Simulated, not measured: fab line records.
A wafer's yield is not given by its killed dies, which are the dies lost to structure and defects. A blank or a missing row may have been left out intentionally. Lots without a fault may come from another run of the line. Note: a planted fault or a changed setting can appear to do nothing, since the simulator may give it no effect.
Shared-tool check | flow nandHarc | Sample size 12 lots and 36 wafers

## REASON IT WAS OPENED
At NHARC_A_SGD_CUT_OVL_MEAS_10 the reading overlayXNm is flagged on 2 of 12 lots. Fault-free wafers read -0.4 nm, with a standard deviation of 0.91.
Rule: a lot is flagged when every wafer of it that has a number lies more than 4 standard deviations from that mean, or none has a number. All remaining lots are regarded as sound.

lot  | measured     | on         | overlayXNm (nm), wafer by wafer | flag
L187 | day 13 23:29 | overlay-02 | 1.1 0.6 1.3                     | 
L188 | day 13 23:47 | overlay-02 | 1.3 1.7 1.3                     | 
L191 | day 14 19:23 | overlay-02 | -0.2 -0.5 -0.8                  | 
L193 | day 15 07:18 | overlay-01 | -0.5 -0.7 -0.2                  | 
L194 | day 15 21:59 | overlay-01 | -1.5 -0.7 -0.8                  | 
L196 | day 16 04:38 | overlay-01 | -1.6 -1.9 -1.9                  | 
L200 | day 16 19:18 | overlay-02 | -0.1 -1.0 -0.7                  | 
L204 | day 17 16:37 | overlay-01 | 18.6 18.5 19.1                  | FLAGGED
L205 | day 18 03:11 | overlay-01 | 17.0 17.0 16.2                  | FLAGGED
L207 | day 18 17:01 | overlay-01 | 0.0 -0.3 -0.6                   | 
L208 | day 19 06:32 | overlay-02 | 0.1 0.2 0.5                     | 
L210 | day 19 07:02 | overlay-02 | -1.4 -1.3 -1.8                  | 
Average over the flagged lots: 17.7 nm; offset from the usual +18.1 nm, equal to +20 standard deviations.

## WHICH TOOL EACH LOT WENT THROUGH
The record holds 3 process steps before the reading, out of a route of 1159 steps. Read each cell as the tool, then ch plus the chambers that the sampled wafers visited, then the start.
lot  | flag    | NHARC_A_STAIRCASE_CMP_450     | NHARC_A_STAIRCASE_STRIP_475                  | NHARC_A_SGD_CUT_EXPOSE_06
L187 |         | cmp-03 ch 1,2, day 13 20:48   | rieDiel-01 ch 0,2,3, day 13 23:16 or earlier | arfiScanner-03 ch 0, day 13 23:16
L188 |         | cmp-04 ch 0,2,3, day 13 21:05 | rieDiel-01 ch 1,2,3, day 13 23:34 or earlier | arfiScanner-02 ch 0, day 13 23:34
L191 |         | cmp-03 ch 0,1,3, day 14 16:45 | rieDiel-01 ch 0,1, day 14 19:10 or earlier   | arfiScanner-03 ch 0, day 14 19:10
L193 |         | cmp-02 ch 0,2,3, day 15 04:03 | rieDiel-11 ch 0,1,2, day 15 07:04 or earlier | arfiScanner-01 ch 0, day 15 07:04
L194 |         | cmp-02 ch 0,3, day 15 17:18   | rieDiel-13 ch 0,1,3, day 15 21:46 or earlier | arfiScanner-01 ch 0, day 15 21:46
L196 |         | cmp-04 ch 0,1,2, day 16 01:57 | rieDiel-11 ch 1,2,3, day 16 04:24 or earlier | arfiScanner-02 ch 0, day 16 04:24
L200 |         | cmp-04 ch 0,2, day 16 16:46   | rieDiel-11 ch 1,2,3, day 16 19:04 or earlier | arfiScanner-02 ch 0, day 16 19:04
L204 | FLAGGED | cmp-02 ch 1,3, day 17 13:56   | rieDiel-11 ch 0,2, day 17 16:23 or earlier   | arfiScanner-03 ch 0, day 17 16:23
L205 | FLAGGED | cmp-04 ch 0,1,2, day 18 00:31 | rieDiel-11 ch 1,2,3, day 18 02:58 or earlier | arfiScanner-03 ch 0, day 18 02:58
L207 |         | cmp-04 ch 1,3, day 18 14:12   | rieDiel-01 ch 0,2,3, day 18 16:47 or earlier | arfiScanner-02 ch 0, day 18 16:47
L208 |         | cmp-04 ch 0,1,3, day 19 03:58 | rieDiel-11 ch 1,2,3, day 19 06:19 or earlier | arfiScanner-01 ch 0, day 19 06:19
L210 |         | cmp-03 ch 0,2, day 19 04:28   | rieDiel-13 ch 0,1, day 19 06:48 or earlier   | arfiScanner-01 ch 0, day 19 06:48
What the steps here do:
- NHARC_A_STAIRCASE_CMP_450: polishes SiO2, target thk 200 nm.
- NHARC_A_STAIRCASE_STRIP_475: strips in O2, time 20 s.
- NHARC_A_SGD_CUT_EXPOSE_06: exposes mask SGD.
- NHARC_A_SGD_CUT_OVL_MEAS_10

## FLAGGED OVER TOTAL, TOOL BY TOOL (the gauges that took the reading come last)
step                        | tool           | lots run | flagged | share of the flagged lots | sound lots run after its first flagged lot
NHARC_A_STAIRCASE_CMP_450   | cmp-02         | 3        | 1       | some                      | 0
NHARC_A_STAIRCASE_CMP_450   | cmp-03         | 3        | 0       | none                      | -
NHARC_A_STAIRCASE_CMP_450   | cmp-04         | 6        | 1       | some                      | 2 (L207,L208)
NHARC_A_STAIRCASE_STRIP_475 | rieDiel-01     | 4        | 0       | none                      | -
NHARC_A_STAIRCASE_STRIP_475 | rieDiel-11     | 6        | 2       | all                       | 1 (L208)
NHARC_A_STAIRCASE_STRIP_475 | rieDiel-13     | 2        | 0       | none                      | -
NHARC_A_SGD_CUT_EXPOSE_06   | arfiScanner-01 | 4        | 0       | none                      | -
NHARC_A_SGD_CUT_EXPOSE_06   | arfiScanner-02 | 4        | 0       | none                      | -
NHARC_A_SGD_CUT_EXPOSE_06   | arfiScanner-03 | 4        | 2       | all                       | 0
NHARC_A_SGD_CUT_OVL_MEAS_10 | overlay-01     | 6        | 2       | all                       | 1 (L207)
NHARC_A_SGD_CUT_OVL_MEAS_10 | overlay-02     | 6        | 0       | none                      | -
With no start given for some of its lots, NHARC_A_STAIRCASE_STRIP_475 uses the hours and lot order of NHARC_A_SGD_CUT_EXPOSE_06.

## WHAT THE TABLE ALLOWS
rieDiel-11 at NHARC_A_STAIRCASE_STRIP_475, arfiScanner-03 at NHARC_A_SGD_CUT_EXPOSE_06 and overlay-01 at NHARC_A_SGD_CUT_OVL_MEAS_10: these 3 rows of the table ran every flagged lot.
- rieDiel-11 at NHARC_A_STAIRCASE_STRIP_475 ran 6 lots, 2 of them flagged. After the first flagged lot (L208), sound lots still ran on it; a lasting fault on the whole tool would not permit that.
- arfiScanner-03 at NHARC_A_SGD_CUT_EXPOSE_06 ran 4 lots, 2 of them flagged. A fault beginning between L191 (day 14 19:10), its last sound lot, and L204 (day 17 16:23), its first flagged one, fits the data.
- overlay-01 at NHARC_A_SGD_CUT_OVL_MEAS_10 ran 6 lots, 2 of them flagged. After the first flagged lot (L207), sound lots still ran on it; a lasting fault on the whole tool would not permit that.
Left over: one tool, arfiScanner-03 at NHARC_A_SGD_CUT_EXPOSE_06.

## WHAT THE SIMULATOR HAD PUT IN
Scanner matching overlay: arfiScanner-03, from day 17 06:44 on, at NHARC_A_SGD_CUT_EXPOSE_06. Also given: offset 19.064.
Shown lots that were struck: L204, L205. The rule above reached the same finding.
